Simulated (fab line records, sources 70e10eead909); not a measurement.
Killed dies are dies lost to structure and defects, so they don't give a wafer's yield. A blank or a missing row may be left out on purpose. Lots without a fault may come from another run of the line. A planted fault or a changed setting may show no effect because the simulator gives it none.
Chamber matching | flow nand_harc | NHARC_A_BLC_ETCH_16 on rie_diel-02: 4 sister chambers
The step etches the open film in CF4, target depth 39 nm, time 65 s. 18 wafers are shown with their chamber, then 9 later ones without.

WAFERS WITH THEIR CHAMBER
wafer  | chamber | drypump_motor_current_A (A) | rf_vpp_V (V) | throttle_valve_pct (%)
L624.4 | 1       | 5.8                         | 150.9        | 13.279
L624.5 | 3       | 6.0                         | 150.0        | 13.290
L624.6 | 2       | 5.3                         | 148.0        | 13.297
L625.3 | 1       | 5.8                         | 151.6        | 13.277
L625.5 | 3       | 5.9                         | 151.8        | 13.290
L625.6 | 0       | 5.2                         | 149.6        | 13.296
L626.1 | 2       | 5.3                         | 150.3        | 13.276
L626.4 | 3       | 5.9                         | 150.9        | 13.282
L626.6 | 1       | 5.8                         | 149.9        | 13.273
L631.3 | 2       | 5.3                         | 149.9        | 13.288
L631.4 | 1       | 5.7                         | 150.9        | 13.284
L631.6 | 1       | 5.8                         | 151.0        | 13.309
L632.1 | 3       | 5.9                         | 150.7        | 13.282
L632.4 | 1       | 5.8                         | 149.8        | 13.299
L632.5 | 1       | 5.8                         | 150.5        | 13.291
L634.1 | 0       | 5.2                         | 149.9        | 13.297
L634.4 | 3       | 5.9                         | 149.9        | 13.277
L634.5 | 2       | 5.3                         | 149.3        | 13.277

SIGNATURES (means of the wafers above)
reading                 | chamber 0 | chamber 1 | chamber 2 | chamber 3 | scatter within a chamber
drypump_motor_current_A | 5.200     | 5.786     | 5.300     | 5.920     | 0.0344
rf_vpp_V                | 149.750   | 150.657   | 149.375   | 150.660   | 0.751
throttle_valve_pct      | 13.29650  | 13.28743  | 13.28450  | 13.28420  | 0.0101
Rule: a wafer's distance from a chamber is the root of the sum, over the readings, of the square of ((its reading less the chamber's mean) divided by the reading's scatter). The wafer belongs to the nearest chamber; if the next one is less than 2 further off, it can't be placed. The scatter: the root of (the sum of the squares of (reading less its chamber's mean) over the shown wafers, divided by (wafers less chambers)).

WAFERS WITHOUT THEIR CHAMBER
wafer  | drypump_motor_current_A (A) | rf_vpp_V (V) | throttle_valve_pct (%)
L643.1 | 5.3                         | 149.9        | 13.287
L643.2 | 5.2                         | 150.5        | 13.274
L643.3 | 5.8                         | 150.5        | 13.286
L644.1 | 5.2                         | 149.6        | 13.272
L644.4 | 5.3                         | 149.5        | 13.294
L644.6 | 5.3                         | 149.4        | 13.292
L647.1 | 5.9                         | 152.0        | 13.291
L647.2 | 5.2                         | 150.4        | 13.280
L647.6 | 5.3                         | 150.1        | 13.281

WHICH CHAMBER EACH WENT THROUGH
wafer  | from the rows above     | in truth
L643.1 | 2                       | 2
L643.2 | can't be placed: 0 or 2 | 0
L643.3 | 1                       | 1
L644.1 | can't be placed: 0 or 2 | 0
L644.4 | can't be placed: 2 or 0 | 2
L644.6 | 2                       | 2
L647.1 | can't be placed: 3 or 1 | 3
L647.2 | can't be placed: 0 or 2 | 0
L647.6 | 2                       | 2
Placed correctly: 4 of 9. Can't be placed from these rows: 5 (the true chamber is among the candidates in 5). Placed wrongly: 0.
